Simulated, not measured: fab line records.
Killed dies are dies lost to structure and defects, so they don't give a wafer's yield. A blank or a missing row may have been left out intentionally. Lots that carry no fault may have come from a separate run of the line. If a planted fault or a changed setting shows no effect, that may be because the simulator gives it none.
Split-lot trial ; flow n5-finfet ; 21 wafers read across 7 lots, on a route 1938 steps long

## SPLIT DETAILS
At N5_DUMMY_GATE_EXPOSE_12 (exposes mask GATE, target cd 25 nm), the setting dose-mj was moved away from the recipe's 34 on 4 of the 21 wafers read, by -6.9% to +2.3%. The other wafers ran this setting at the recipe's value.

## FROM THE SPLIT TO THE READING: what the file shows between them, 2 steps
- N5_DUMMY_GATE_PEB_13: peb time 60 s
- N5_DUMMY_GATE_DEVELOP_14: develop time 30 s

## THE READING
At N5_DUMMY_GATE_CD_MEAS_15: cd-nm in nanometres, against a target cd of 25.8 nm. A value of 24.96 nm with a standard deviation of 0.23 nm is what fault-free wafers of this fab line usually give.

wafer;tool, chamber at the split;dose-mj as run;against the recipe;cd-nm, nm;against lot-mates on the recipe
L083.3;euv-scanner-02, 0;34;recipe;24.49;-
L083.4;euv-scanner-02, 0;34;recipe;24.86;-
L083.6;euv-scanner-02, 0;32.03;-5.8%;26.14;+1.47
L089.2;euv-scanner-02, 0;34.79;+2.3%;24.39;-0.49
L089.5;euv-scanner-02, 0;34;recipe;24.59;-
L089.6;euv-scanner-02, 0;34;recipe;25.17;-
L090.1;euv-scanner-02, 0;34;recipe;24.72;-
L090.2;euv-scanner-02, 0;34;recipe;24.82;-
L090.6;euv-scanner-02, 0;34;recipe;25.05;-
L091.2;euv-scanner-02, 0;34;recipe;24.74;-
L091.4;euv-scanner-02, 0;34;recipe;24.96;-
L091.5;euv-scanner-02, 0;34;recipe;24.99;-
L092.1;euv-scanner-02, 0;31.67;-6.9%;26.47;+1.45
L092.3;euv-scanner-02, 0;34;recipe;24.94;-
L092.5;euv-scanner-02, 0;34;recipe;25.09;-
L094.2;euv-scanner-02, 0;33.25;-2.2%;25.25;+0.36
L094.4;euv-scanner-02, 0;34;recipe;24.96;-
L094.6;euv-scanner-02, 0;34;recipe;24.83;-
L097.1;euv-scanner-01, 0;34;recipe;24.51;-
L097.2;euv-scanner-01, 0;34;recipe;24.80;-
L097.4;euv-scanner-01, 0;34;recipe;25.09;-

THE FIT
A straight line over all 21 wafers: cd-nm changes by -0.225 nm for each +1% of dose-mj; r = -0.93; the points scatter about the line by 0.19 nm.
The same after taking each lot's own level away (the mean of its wafers on the recipe; 21 wafers): -0.225 nm for each +1%; r = -0.94; scatter 0.17 nm.
On that fit, the largest move of dose-mj shifts the reading by 1.5 nm.
Measured against the standard deviation above, the lots' own levels, which go from 24.675 to 25.015 nm, span 1.5 times it.
The two slopes agree, so the slope changes little with the lot-to-lot level.
Check: with one of the wafers moved furthest among these (-6.9%) left out of the fit, the line predicts +1.63 nm for it against its lot-mates. It came out at +1.45 nm against them.

## THE WHOLE CHAIN: every reading that the file lists as answering this split, in the file's order
step;what it does;reading;change (the file's fit);r (the file's)
N5_DUMMY_GATE_CD_MEAS_15;target cd 25.8 nm;cd-nm;-0.224 nm for each +1% of the setting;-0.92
N5_DUMMY_GATE_TRIM_49;chemistry O2, time 29 s, target cd 14 nm;DUMMY_GATE.cd-nm (the simulator's own value, which no gauge read);-0.194 nm for each +1% of the setting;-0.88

## FILE'S OWN FIT
cd-nm changes by -0.224 nm for each +1% of dose-mj, r = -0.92.
